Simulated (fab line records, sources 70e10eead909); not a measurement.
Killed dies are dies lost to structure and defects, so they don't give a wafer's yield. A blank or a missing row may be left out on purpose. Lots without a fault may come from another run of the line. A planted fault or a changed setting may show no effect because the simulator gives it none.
Which tool did it? | flow nand_harc | 14 lots, 42 wafers sampled, at 7 steps of a route of 1302

WHAT THE GAUGES READ, wafer by wafer
NHARC_A_ONON_D2_THK_MEAS_34: measures by ellipsometry. Usual: thk_nm 199.2 nm, standard deviation 2.8.
lot  | measured     | on            | thk_nm (nm)       | flag
L817 | day 12 08:01 | film_metro-02 | 197.4 198.4 196.6 |
L820 | day 12 22:35 | film_metro-02 | 199.2 202.2 204.2 |
L819 | day 13 03:40 | film_metro-02 | 201.2 196.3 200.0 |
L821 | day 14 03:24 | film_metro-01 | 195.5 197.3 198.3 |
L823 | day 14 08:34 | film_metro-01 | 196.8 198.6 197.6 |
L825 | day 15 05:01 | film_metro-02 | 200.2 202.2 198.5 |
L824 | day 15 04:51 | film_metro-01 | 197.8 203.6 199.0 |
L826 | day 15 19:13 | film_metro-01 | 196.0 193.6 200.1 |
L829 | day 16 13:20 | film_metro-02 | 201.3 198.0 203.1 |
L830 | day 17 00:50 | film_metro-02 | 201.1 193.6 203.5 |
L836 | day 19 15:51 | film_metro-02 | 197.3 196.5 199.1 |
L838 | day 20 18:32 | film_metro-02 | 196.3 196.6 200.8 |
L839 | day 21 01:29 | film_metro-02 | 197.1 195.8 199.9 |
L840 | day 21 09:12 | film_metro-01 | 193.4 195.2 199.8 |

NHARC_A_CHANNEL_HOLE_D2_CD_MEAS_10: target cd 100 nm. Usual: cd_nm 100.0 nm, standard deviation 0.41.
lot  | measured     | on        | cd_nm (nm)        | flag
L817 | day 12 13:35 | cd_sem-01 | 100.3 100.1 99.9  |
L820 | day 13 02:55 | cd_sem-01 | 100.1 100.8 99.5  |
L819 | day 13 06:19 | cd_sem-03 | 100.3 100.3 100.7 |
L821 | day 14 09:40 | cd_sem-01 | 100.4 99.6 100.1  |
L823 | day 14 11:32 | cd_sem-01 | 100.2 99.9 99.7   |
L825 | day 15 10:53 | cd_sem-03 | 99.2 99.9 99.1    |
L824 | day 15 10:44 | cd_sem-01 | 100.6 100.7 101.4 |
L826 | day 16 03:26 | cd_sem-02 | 99.9 100.1 100.1  |
L829 | day 16 16:42 | cd_sem-01 | 74.1 74.7 74.3    | OFF
L830 | day 17 03:49 | cd_sem-02 | 80.4 79.8 79.5    | OFF
L836 | day 19 18:40 | cd_sem-01 | 100.3 99.9 99.8   |
L838 | day 20 22:55 | cd_sem-03 | 100.0 99.7 99.8   |
L839 | day 21 09:56 | cd_sem-02 | 100.6 100.4 100.2 |
L840 | day 21 11:57 | cd_sem-02 | 99.9 99.3 100.1   |

NHARC_A_CHANNEL_HOLE_D2_CD_MEAS_18. Usual: cd_nm 99.6 nm, standard deviation 1.5.
lot  | measured     | on        | cd_nm (nm)        | flag
L817 | day 12 14:52 | cd_sem-02 | 99.2 98.2 98.6    |
L820 | day 13 04:13 | cd_sem-01 | 96.7 99.4 98.0    |
L819 | day 13 07:37 | cd_sem-02 | 99.9 97.8 99.8    |
L821 | day 14 10:58 | cd_sem-01 | 98.1 98.5 98.2    |
L823 | day 14 12:50 | cd_sem-01 | 99.6 98.1 100.9   |
L825 | day 15 12:11 | cd_sem-03 | 97.6 97.3 101.2   |
L824 | day 15 12:02 | cd_sem-02 | 98.5 100.4 99.1   |
L826 | day 16 04:44 | cd_sem-03 | 98.1 99.8 98.8    |
L829 | day 16 18:04 | cd_sem-02 | 73.2 72.4 73.5    | OFF
L830 | day 17 05:07 | cd_sem-01 | 77.6 79.4 80.2    | OFF
L836 | day 19 19:57 | cd_sem-01 | 101.8 100.9 101.6 |
L838 | day 21 00:11 | cd_sem-03 | 97.6 100.0 98.2   |
L839 | day 21 11:13 | cd_sem-03 | 101.5 101.9 101.1 |
L840 | day 21 13:14 | cd_sem-03 | 102.9 100.9 103.9 |

NHARC_A_CHANNEL_HOLE_D2_CD_MEAS_31. Usual: cd_nm 89.7 nm, standard deviation 0.9.
lot  | measured     | on        | cd_nm (nm)     | flag
L817 | day 12 20:26 | cd_sem-02 | 90.8 89.0 89.8 |
L820 | day 13 09:50 | cd_sem-02 | 89.4 89.8 88.4 |
L819 | day 13 13:11 | cd_sem-03 | 89.3 88.8 88.8 |
L821 | day 14 16:33 | cd_sem-02 | 89.5 89.5 89.6 |
L823 | day 14 20:43 | cd_sem-01 | 91.2 90.5 90.2 |
L825 | day 15 19:30 | cd_sem-01 | 88.2 87.6 88.9 |
L824 | day 15 17:38 | cd_sem-02 | 91.4 89.8 92.1 |
L826 | day 16 13:28 | cd_sem-03 | 88.7 90.7 90.4 |
L829 | day 17 00:55 | cd_sem-02 | 63.9 65.1 64.2 | OFF
L830 | day 17 12:50 | cd_sem-02 | 70.3 69.3 70.9 | OFF
L836 | day 20 02:42 | cd_sem-03 | 89.2 89.1 90.5 |
L838 | day 21 08:10 | cd_sem-03 | 91.1 91.1 90.9 |
L839 | day 21 16:59 | cd_sem-02 | 88.4 89.1 89.0 |
L840 | day 21 18:59 | cd_sem-03 | 89.7 89.6 88.9 |

WHICH TOOL RAN EACH LOT (tool, then ch and the chambers of the sampled wafers, then the start)
lot  | NHARC_A_ONON_D2_DEP_33          | NHARC_A_CHANNEL_HOLE_D2_EXPOSE_07  | NHARC_A_CHANNEL_HOLE_D2_ETCH_34
L817 | pecvd-04 ch 0,1,2, day 12 07:41 | arfi_scanner-01 ch 0, day 12 13:27 | rie_diel-10 ch 0,1,3, day 12 14:52 or earlier
L820 | pecvd-02 ch 0,1,2, day 12 22:10 | arfi_scanner-01 ch 0, day 13 02:47 | rie_diel-11 ch 0,1,3, day 13 04:13 or earlier
L819 | pecvd-04 ch 0,1, day 13 03:15   | arfi_scanner-01 ch 0, day 13 06:11 | rie_diel-12 ch 0,1,3, day 13 07:37 or earlier
L821 | pecvd-01 ch 1,2, day 14 02:59   | arfi_scanner-02 ch 0, day 14 09:32 | rie_diel-10 ch 0,2, day 14 10:58 or earlier
L823 | pecvd-02 ch 0,1,2, day 14 08:08 | arfi_scanner-02 ch 0, day 14 11:24 | rie_diel-11 ch 0,1,3, day 14 12:50 or earlier
L825 | pecvd-01 ch 0,1, day 15 04:28   | arfi_scanner-01 ch 0, day 15 10:45 | rie_diel-10 ch 0,1,3, day 15 12:11 or earlier
L824 | pecvd-04 ch 0,1,2, day 15 04:29 | arfi_scanner-02 ch 0, day 15 10:35 | rie_diel-11 ch 1,2,3, day 15 12:02 or earlier
L826 | pecvd-02 ch 0,2, day 15 18:48   | arfi_scanner-01 ch 0, day 16 03:19 | rie_diel-11 ch 1,2,3, day 16 04:44 or earlier
L829 | pecvd-02 ch 0,1,2, day 16 12:58 | arfi_scanner-01 ch 0, day 16 16:34 | rie_diel-12 ch 0,2,3, day 16 18:04 or earlier
L830 | pecvd-01 ch 0,2, day 17 00:25   | arfi_scanner-01 ch 0, day 17 03:41 | rie_diel-10 ch 0,1,3, day 17 05:07 or earlier
L836 | pecvd-04 ch 0,2, day 19 15:32   | arfi_scanner-03 ch 0, day 19 18:31 | rie_diel-12 ch 0,1,3, day 19 19:57 or earlier
L838 | pecvd-04 ch 0,1,2, day 20 18:08 | arfi_scanner-03 ch 0, day 20 22:46 | rie_diel-10 ch 0,2, day 21 00:11 or earlier
L839 | pecvd-01 ch 1,2, day 21 01:04   | arfi_scanner-03 ch 0, day 21 09:47 | rie_diel-12 ch 0,2,3, day 21 11:13 or earlier
L840 | pecvd-04 ch 0,1,2, day 21 08:48 | arfi_scanner-02 ch 0, day 21 11:49 | rie_diel-10 ch 0,1,2, day 21 13:14 or earlier
- NHARC_A_ONON_D2_DEP_33: deposits SiO2, target thk 200 nm.
- NHARC_A_CHANNEL_HOLE_D2_EXPOSE_07: exposes mask HOLE D2, target cd 100 nm.
- NHARC_A_CHANNEL_HOLE_D2_ETCH_34: etches the open film in CF4/CHF3, target depth 154 nm, time 77 s.

WHAT THE TOOLS THEMSELVES READ (means of the sampled wafers that have a number; where no wafer has one, the mark that the record gives instead)
NHARC_A_ONON_D2_DEP_33. Usual: heater_power_w 588 W, standard deviation 77; throttle_valve_pct 15.7 %, standard deviation 0.56.
lot  | tool     | heater_power_w (W) | throttle_valve_pct (%) | flag
L817 | pecvd-04 | 585                | 15.7                   |
L820 | pecvd-02 | 643                | 15.4                   |
L819 | pecvd-04 | 599                | 15.7                   |
L821 | pecvd-01 | 528                | 15.9                   |
L823 | pecvd-02 | 650                | 15.4                   |
L825 | pecvd-01 | 580                | 15.1                   |
L824 | pecvd-04 | 578                | 15.9                   |
L826 | pecvd-02 | 720                | 15.8                   |
L829 | pecvd-02 | 639                | 15.6                   |
L830 | pecvd-01 | 564                | 15.6                   |
L836 | pecvd-04 | 546                | 15.8                   |
L838 | pecvd-04 | 588                | 15.8                   |
L839 | pecvd-01 | 532                | 16.0                   |
L840 | pecvd-04 | 582                | 15.9                   |

NHARC_A_CHANNEL_HOLE_D2_EXPOSE_07. Usual: exposure_dose_mJ_cm2 60.0, standard deviation 0.48.
lot  | tool            | exposure_dose_mJ_cm2 | flag
L817 | arfi_scanner-01 | 60.6                 |
L820 | arfi_scanner-01 | 60.6                 |
L819 | arfi_scanner-01 | 60.6                 |
L821 | arfi_scanner-02 | 59.6                 |
L823 | arfi_scanner-02 | 59.6                 |
L825 | arfi_scanner-01 | 60.7                 |
L824 | arfi_scanner-02 | 59.6                 |
L826 | arfi_scanner-01 | 60.7                 |
L829 | arfi_scanner-01 | 35.9                 | OFF
L830 | arfi_scanner-01 | 40.9                 | OFF
L836 | arfi_scanner-03 | 60.2                 |
L838 | arfi_scanner-03 | 60.2                 |
L839 | arfi_scanner-03 | 60.3                 |
L840 | arfi_scanner-02 | 59.6                 |

NHARC_A_CHANNEL_HOLE_D2_ETCH_34. Usual: drypump_motor_current_A 5.8 A, standard deviation 0.41; oes_product_au 0.961 a.u., standard deviation 0.02; rf_vpp_V 371.4 V, standard deviation 2.1; showerhead_plenum_p_Torr 1.60 Torr, standard deviation 0.055; throttle_valve_pct 16.804 %, standard deviation 0.0087.
lot  | tool        | drypump_motor_current_A (A) | oes_product_au (a.u.) | rf_vpp_V (V) | showerhead_plenum_p_Torr (Torr) | throttle_valve_pct (%) | flag
L817 | rie_diel-10 | 5.6                         | 0.940                 | 373.1        | 1.63                            | 16.793                 |
L820 | rie_diel-11 | 5.7                         | 0.926                 | 372.6        | 1.62                            | 16.806                 |
L819 | rie_diel-12 | 6.2                         | 0.971                 | 369.4        | 1.55                            | 16.799                 |
L821 | rie_diel-10 | 6.1                         | 0.973                 | 372.2        | 1.60                            | 16.805                 |
L823 | rie_diel-11 | 5.7                         | 0.984                 | 372.9        | 1.62                            | 16.803                 |
L825 | rie_diel-10 | 5.6                         | 0.978                 | 372.8        | 1.63                            | 16.802                 |
L824 | rie_diel-11 | 5.7                         | 0.970                 | 372.0        | 1.62                            | 16.806                 |
L826 | rie_diel-11 | 5.7                         | 0.940                 | 371.6        | 1.62                            | 16.804                 |
L829 | rie_diel-12 | 6.3                         | 0.924                 | 370.4        | 1.58                            | 16.803                 |
L830 | rie_diel-10 | 5.7                         | 0.922                 | 372.9        | 1.63                            | 16.799                 |
L836 | rie_diel-12 | 6.2                         | 0.974                 | 369.5        | 1.55                            | 16.804                 |
L838 | rie_diel-10 | 6.1                         | 0.924                 | 370.3        | 1.56                            | 16.804                 |
L839 | rie_diel-12 | 6.2                         | 0.964                 | 371.5        | 1.58                            | 16.800                 |
L840 | rie_diel-10 | 5.7                         | 0.974                 | 369.8        | 1.57                            | 16.805                 |

THE ANSWER, worked out from the rows above alone
Rule: a lot is off if the mean of its wafers that have a number lies more than 3 standard deviations from the usual mean. A lot without any number at a reading at which 4 lots or more have one is off too. The other lots that the step has rows for count as sound. The gauges are gone through in route order, then the tools' own readings, and for those a lot's mean is taken as printed above. The first step at which some lot is off is used, and at that step the reading that is off furthest; a lot without a number counts as furthest.
Off: L829, L830, at NHARC_A_CHANNEL_HOLE_D2_CD_MEAS_10 (cd_nm).
A tool fits if, at a process step before that reading, it ran every lot that is off, and no sound lot after the first of them. The gauges at NHARC_A_CHANNEL_HOLE_D2_CD_MEAS_10 aren't tried: what is off there is off at NHARC_A_CHANNEL_HOLE_D2_EXPOSE_07 too, on other tools, and a gauge's error can't cause that. One fits: arfi_scanner-01 at NHARC_A_CHANNEL_HOLE_D2_EXPOSE_07. Its last sound lot is L826 (day 16 03:19), its first lot that is off L829 (day 16 16:34): a fault that began between those two fits.
The tool's own readings at NHARC_A_CHANNEL_HOLE_D2_EXPOSE_07 bear it out: on the lots that are off they differ by more than 5 times the standard deviation of the sound lots' means. exposure_dose_mJ_cm2 reads 38.4 there against 60.2 on the sound lots.

WHAT THE SIMULATOR HAD PUT IN
Process parameter drift: arfi_scanner-01, from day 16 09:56 on, at NHARC_A_CHANNEL_HOLE_D2_EXPOSE_07. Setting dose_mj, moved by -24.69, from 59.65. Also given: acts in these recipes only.
Lots struck among those shown: L829, L830. The rule above found the same.
